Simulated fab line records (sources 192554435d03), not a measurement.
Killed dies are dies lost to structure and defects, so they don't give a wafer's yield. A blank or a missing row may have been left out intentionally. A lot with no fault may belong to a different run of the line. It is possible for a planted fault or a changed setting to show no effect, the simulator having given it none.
Matching of chambers -- flow n5-finfet -- ald-metal-01 running N5_BEOL_M10_ALD_74: 4 sister chambers
The step deposits TaN, target thk 2 nm, pulse time 2 s, purge time 3 s. 4 wafers are shown with their chamber, then 7 later ones without.

## EACH WAFER AND ITS CHAMBER
wafer,chamber,heater-power-w (W)
L082.4,3,434
L086.5,1,398
L089.2,0,495
L089.5,2,483

## WAFERS MISSING THEIR CHAMBER
wafer,heater-power-w (W)
L089.6,382
L091.2,503
L091.5,435
L091.6,476
L095.2,509
L095.4,439
L095.5,504

## EACH ONE'S CHAMBER
wafer,from the rows above,in truth
L089.6,1,1
L091.2,can't be placed: 0 or 2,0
L091.5,3,3
L091.6,can't be placed: 2 or 0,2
L095.2,can't be placed: 0 or 2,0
L095.4,3,3
L095.5,can't be placed: 0 or 2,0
Placed correctly: 3 of 7. These rows do not allow placing 4 (true chamber among the candidates in 4). Placed wrongly: 0.
How it was worked out, from the rows above alone: a wafer's distance from a chamber is the root of the sum, over the readings, of the square of ((its reading less the chamber's mean) divided by the reading's scatter). If the next closest chamber is less than 2 further off than the closest, the wafer can't be placed; otherwise it belongs to the closest. For every chamber, the mean is computed from those of its wafers that are shown. The scatter: root of mean squared gap, hidden wafer to nearest shown wafer, with one shown wafer a chamber.
